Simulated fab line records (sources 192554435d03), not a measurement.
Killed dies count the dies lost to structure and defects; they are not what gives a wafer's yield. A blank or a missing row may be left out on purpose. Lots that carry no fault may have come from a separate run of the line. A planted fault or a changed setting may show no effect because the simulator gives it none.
fab line records	flow n5-finfet
record lots=12	wafers=33	last-day=20
route steps=1938 shown BEOL_M8@1371
lots that met no fault: from a run of the same line without faults
start-h: hours from the record's opening day to when the first of the lot's shown wafers began	wait-h: time in hours since the lot's previous step	" as in the row above	L1.1+2: a single row standing in for several wafers	- no value present, or no start provided	* or withheld: withheld	< > ~ a bound
route shown NAME@n: names a module that has steps shown in the file, with the first one's number in the route	usual: average and standard deviation across the fault-free wafers	same: alike in all rows	chamber/n: place in a boat	sites: each site's reading	_std_site: the standard deviation of these	_edge_site: the outer-site mean with the inner-site mean subtracted	radius-mm: how far each site lies from the wafer's centre	mask NAME#n: copy n	behind: tool/chamber where the wafer was last shaped	hold: the reason the lot was held/the length of the hold in hours/how it ended	device: names the non-switching transistor (n, p or np)	end of line: the tests these same wafers got at the end of their route	a step given without rows: its recipe and nothing more	killed: not the wafer's yield, but the dies lost to structure and defects at the first sort	map: per-die view of a wafer (x killed, . not killed, _ where there is no die)
set.NAME: setting as actually run; set.NAME@STEP: the setting as run at that earlier step	model.NAME: the simulator's own value behind a step, which no gauge read
a sample of lots followed through the steps of the route, with each step as a table and each wafer as a row
services: a tool's chamber out of use, with start hour (start-h, from the record's first day; less than 0 if before it), hours out, and reason
## steps
# step N5_BEOL_M8_ETCH_66
# recipe chemistry=N2/H2	target=SOC	target-depth-a=800	overetch-a=160	mask-material=SiARC	temp-c=40	time-s=120	ion-energy-ev=200	pressure-mtorr=30	source-w=840	bias-w=150	n2-flow-sccm=200	h2-flow-sccm=200
# usual drypump-motor-current-A=5.8/0.4	h2-flow-sccm=200.1/0.61	oes-product-au=0.58/0.043	rf-vpp-V=524.7/2.1	showerhead-plenum-p-Torr=2.56/0.066	throttle-valve-pct=17.88/0.17
# same time-s=120
lot.wafer	tool	chamber	start-h	wait-h	drypump-motor-current-A	h2-flow-sccm	oes-product-au	rf-hours-counter-h	rf-vpp-V	showerhead-plenum-p-Torr	throttle-valve-pct
L508.1	rie-diel-06	1	268.48	0.0	5.7	200.5	0.62	88	524.4	2.56	17.87
L508.2	"	2	"	"	5.1	199.9	0.55	196	525.6	2.63	17.83
L508.5	"	0	"	"	5.9	201.1	0.55	-	524.3	2.51	18.10
L507.1	rie-diel-01	0	275.34	0.0	5.7	199.7	0.62	93	528.6	2.67	17.92
L507.2	"	2	"	"	6.2	199.7	0.63	90	521.2	2.46	17.92
L507.4	"	1	"	"	5.8	199.7	0.61	111	523.5	2.56	17.83
L513.1	rie-diel-01	2	289.26	0.0	6.3	200.8	0.62	96	522.0	2.46	17.91
L513.3	"	1	"	"	5.8	200.2	0.61	116	523.1	2.56	17.82
L513.4	"	3	"	"	5.6	198.5	0.57	168	522.2	2.53	17.99
L516.2	rie-diel-01	2	319.33	0.0	6.3	200.0	0.60	109	520.8	2.45	17.96
L516.3	"	3	"	"	5.6	201.3	0.56	181	524.0	2.53	18.01
L516.6	"	3	"	"	5.6	200.7	0.56	-	523.4	2.53	18.01
L517.1	rie-diel-06	1	321.13	0.0	5.7	199.8	0.61	106	524.9	2.56	17.88
L517.4	"	3	"	"	5.9	200.5	0.55	186	524.2	2.52	17.84
L517.6	"	2	"	"	5.1	200.3	0.54	-	525.2	2.62	17.86
L518.2	rie-diel-01	1	323.07	0.0	5.8	200.5	0.60	132	524.8	2.55	17.85
L518.3	"	2	"	"	6.3	200.0	0.60	112	521.9	2.45	17.95
L518.5	"	2	"	"	6.3	199.9	0.61	-	520.2	2.45	17.96
L520.2	rie-diel-04	1	349.64	0.0	5.3	200.2	0.57	156	521.3	2.53	17.55
L520.4	"	2	"	"	5.5	200.7	0.72	6	526.3	2.60	18.04
L520.5	"	2	"	"	5.5	200.8	0.71	-	524.5	2.60	18.02
L521.1	rie-diel-06	3	360.29	0.0	5.9	199.5	0.54	202	525.3	2.51	17.88
L521.4	"	1	"	"	5.7	200.0	0.60	121	525.3	2.55	17.91
L521.5	"	1	"	"	5.7	200.4	0.60	-	523.4	2.55	17.94
L523.1	rie-diel-01	1	360.45	0.0	5.7	200.5	0.60	140	524.3	2.55	17.86
L523.6	"	1	"	"	5.8	199.6	0.59	-	523.6	2.55	17.87
L524.1	rie-diel-06	3	360.69	0.0	5.9	198.6	0.55	202	522.8	2.51	17.87
L524.3	"	2	"	"	5.1	199.3	0.53	234	524.8	2.62	17.90
L526.1	rie-diel-04	3	395.46	0.0	6.5	200.1	0.54	248	526.5	2.61	17.68
L526.4	"	2	"	"	5.5	200.2	0.69	-	526.3	2.60	18.06
L528.4	rie-diel-06	2	404.94	0.0	5.1	200.7	0.52	-	526.2	2.61	17.91
L528.5	"	1	"	"	5.7	200.7	0.59	-	523.1	2.54	17.95
L528.6	"	3	"	"	5.9	200.8	0.53	-	523.4	2.51	17.88
# step N5_BEOL_M8_OCD_MEAS_38
# usual trench-depth-nm=93.0/0.99
lot.wafer	tool	chamber	start-h	wait-h	trench-depth-nm
L508.1	ocd-01	-	268.83	-	93.7
L508.2	"	-	"	"	93.6
L508.5	"	-	"	"	92.4
L507.1	ocd-02	-	275.69	-	93.3
L507.2	"	-	"	"	93.6
L507.4	"	-	"	"	94.4
L513.1	ocd-02	-	289.61	-	94.8
L513.3	"	-	"	"	94.0
L513.4	"	-	"	"	92.4
L516.2	ocd-01	-	319.68	-	93.7
L516.3	"	-	"	"	92.7
L516.6	"	-	"	"	93.6
L517.1	ocd-01	-	321.48	-	93.2
L517.4	"	-	"	"	93.0
L517.6	"	-	"	"	93.9
L518.2	ocd-01	-	323.42	-	94.5
L518.3	"	-	"	"	94.0
L518.5	"	-	"	"	92.8
L520.2	ocd-02	-	349.99	-	92.0
L520.4	"	-	"	"	94.7
L520.5	"	-	"	"	93.6
L521.1	ocd-02	-	360.64	-	94.0
L521.4	"	-	"	"	94.1
L521.5	"	-	"	"	94.8
L523.1	ocd-01	-	360.80	-	94.0
L523.6	"	-	"	"	93.8
L524.1	ocd-01	-	361.04	-	93.1
L524.3	"	-	"	"	93.6
L526.1	ocd-02	-	395.81	-	92.5
L526.4	"	-	"	"	93.4
L528.4	ocd-01	-	405.25	-	92.4
L528.5	"	-	"	"	91.8
L528.6	"	-	"	"	91.9
# step N5_BEOL_M8_ECD_50
# recipe material=Cu	target-thk-a=3000
lot.wafer	tool	chamber	start-h	wait-h
L508.1+2+5	ecd-cu-02	0,1,0	270.60	0.1
L507.1+2+4	ecd-cu-02	0,1,1	277.54	0.1
L513.1+3+4	ecd-cu-01	0,0,1	292.46	0.1
L516.2+3+6	ecd-cu-02	0,1,1	321.19	0.1
L517.1+4+6	ecd-cu-01	1	324.22	0.2
L518.2+3+5	ecd-cu-02	0,0,1	326.66	0.1
L520.2+4+5	ecd-cu-01	1,1,0	351.23	0.1
L521.1+4+5	ecd-cu-01	0,0,1	362.40	0.1
L523.1+6	ecd-cu-01	0	362.64	0.1
L524.1+3	ecd-cu-01	0	362.72	0.1
L526.1+4	ecd-cu-01	1	399.12	0.1
L528.4+5+6	ecd-cu-02	0,1,0	407.05	0.1
# step N5_BEOL_M8_CMP_52
# recipe stop-on=SiCOH_lowk	t-overpolish-s=6.9	down-force-psi=1	platen-rpm=50	clearing-platen-down-force-psi=1.5	clearing-platen-rpm=50	post-cmp-clean=cu-alkaline	target-thk-nm=80	clearing-platen-pad-velocity-m-s=0.99484	pad-velocity-m-s=0.99484
# usual head-pressure-psi=1.0000/0.0021	motor-current-A=5.98/0.29	time-to-endpoint-s=62.1/2.7
lot.wafer	tool	chamber	start-h	wait-h	head-pressure-psi	motor-current-A	time-to-endpoint-s
L508.1	cmp-04	3	271.02	0.3	0.9990	5.98	67.6
L508.2	"	0	"	"	1.0020	6.30	67.9
L508.5	"	3	"	"	0.9986	6.27	66.0
L507.4	cmp-02	3	278.14	0.1	0.9982	5.63	68.3
L507.2	"	0	"	"	1.0000	5.94	61.0
L507.1	"	2	"	"	0.9993	5.68	64.6
L513.1	cmp-02	1	293.45	0.3	1.0021	5.88	61.9
L513.3	"	3	"	"	1.0007	5.81	66.6
L513.4	"	0	"	"	0.9997	5.45	62.3
L516.3	cmp-04	3	321.62	0.2	0.9991	6.13	61.1
L516.2	"	2	"	"	1.0009	5.69	60.8
L516.6	"	3	"	"	0.9989	6.14	61.3
L517.1	cmp-02	0	324.84	0.3	0.9976	5.99	62.1
L517.4	"	2	"	"	0.9990	5.89	60.4
L517.6	"	0	"	"	1.0018	6.12	59.1
L518.2	cmp-02	1	327.25	0.2	0.9983	6.07	57.8
L518.3	"	2	"	"	0.9969	6.11	57.7
L518.5	"	0	"	"	0.9960	5.57	60.6
L520.4	cmp-02	3	351.64	0.1	1.0003	5.95	65.4
L520.2	"	0	"	"	1.0010	5.91	64.5
L520.5	"	0	"	"	1.0005	6.00	62.6
L521.4	cmp-04	0	362.98	0.2	1.0027	6.09	63.2
L521.1	"	1	"	"	1.0005	6.18	58.4
L521.5	"	0	"	"	1.0026	6.23	60.7
L523.1	cmp-04	2	363.52	0.3	0.9980	5.85	79.2
L523.6	"	2	"	"	0.9988	5.76	60.1
L524.1	cmp-01	3	363.66	0.4	1.0005	5.17	83.0
L524.3	"	0	"	"	1.0023	6.06	85.1
L526.1	cmp-02	3	399.61	0.3	0.9988	5.57	87.2
L526.4	"	1	"	"	0.9998	6.07	63.3
L528.4	cmp-04	0	409.28	0.2	1.0033	5.98	63.1
L528.5	"	3	"	"	0.9989	6.31	59.5
L528.6	"	0	"	"	1.0028	6.25	64.9
# step N5_BEOL_M8_THK_MEAS_53
# recipe thk-meas-gauge=xrf	reads=Cu_of_BEOL_M8_ECD_50
# usual M8_THK=79.8/1.7
lot.wafer	tool	chamber	start-h	wait-h	M8_THK[nm]
L508.1	film-metro-01	-	271.28	-	80.8
L508.2	"	-	"	"	82.2
L508.5	"	-	"	"	80.5
L507.1	film-metro-02	-	278.44	-	81.1
L507.2	"	-	"	"	82.5
L507.4	"	-	"	"	83.0
L513.1	film-metro-02	-	293.74	-	81.8
L513.3	"	-	"	"	81.6
L513.4	"	-	"	"	79.4
L516.2	film-metro-01	-	321.91	-	81.9
L516.3	"	-	"	"	79.9
L516.6	"	-	"	"	80.6
L517.1	film-metro-01	-	325.10	-	79.1
L517.4	"	-	"	"	81.0
L517.6	"	-	"	"	81.9
L518.2	film-metro-01	-	327.51	-	80.8
L518.3	"	-	"	"	81.9
L518.5	"	-	"	"	81.9
L520.2	film-metro-02	-	351.93	-	78.9
L520.4	"	-	"	"	82.2
L520.5	"	-	"	"	81.2
L521.1	film-metro-01	-	363.24	-	79.4
L521.4	"	-	"	"	79.8
L521.5	"	-	"	"	79.5
L523.1	film-metro-01	-	363.77	-	78.7
L523.6	"	-	"	"	79.0
L524.1	film-metro-01	-	363.96	-	81.2
L524.3	"	-	"	"	80.3
L526.1	film-metro-02	-	399.91	-	81.3
L526.4	"	-	"	"	82.2
L528.4	film-metro-02	-	409.54	-	79.4
L528.5	"	-	"	"	78.5
L528.6	"	-	"	"	78.9
## services
tool	chamber	start-h	hours	kind
ecd-cu-02	-	246.82	0.5	repair
rie-diel-06	3	258.10	3.1	repair
rie-diel-04	3	260.32	20.8	repair
cmp-04	-	262.70	6.1	pm
cmp-01	-	265.06	4.0	pm
cmp-01	-	274.58	4.7	repair
rie-diel-06	1	301.28	8.3	repair
rie-diel-06	-	310.71	2.8	pm
rie-diel-01	0	311.39	14.6	repair
cmp-02	-	312.09	4.0	pm
cmp-02	-	316.09	-	consumable-replace:conditioner
rie-diel-01	1	323.83	2.3	repair
ecd-cu-02	-	324.77	1.0	repair
rie-diel-04	0	328.48	9.2	repair
rie-diel-01	1	337.50	9.0	repair
cmp-02	-	358.42	7.3	pm
ecd-cu-02	-	358.49	7.2	pm
cmp-01	-	376.04	0.6	repair
rie-diel-01	3	376.33	6.9	repair
rie-diel-06	0	377.94	8.3	repair
cmp-02	-	385.38	0.5	repair
cmp-01	-	389.82	1.8	repair
rie-diel-01	2	397.61	35.8	repair
rie-diel-06	2	401.88	2.7	repair
## key
first-sign step=N5_BEOL_M8_CMP_52	reading=time-to-endpoint-s	direction=up	sigmas=7.9	usual=*	struck=*
effect none on later readings
met-at N5_BEOL_M8_ECD_50
struck-lots L523,L524,L526
struck-wafers L523.1,L524.1,L524.3,L526.1
not-acting-at N5_BEOL_M8_ETCH_66,N5_BEOL_M8_OCD_MEAS_38,N5_BEOL_M8_THK_MEAS_53
fault kind=process-parameter-drift	tool=ecd-cu-01	chamber=-	onset-h=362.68	steps=N5_BEOL_M8_ECD_50	channel=target-thk-a	offset=*	shape=step	end-h=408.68	scope=struck-wafers-only	acts-in=*	stated=*
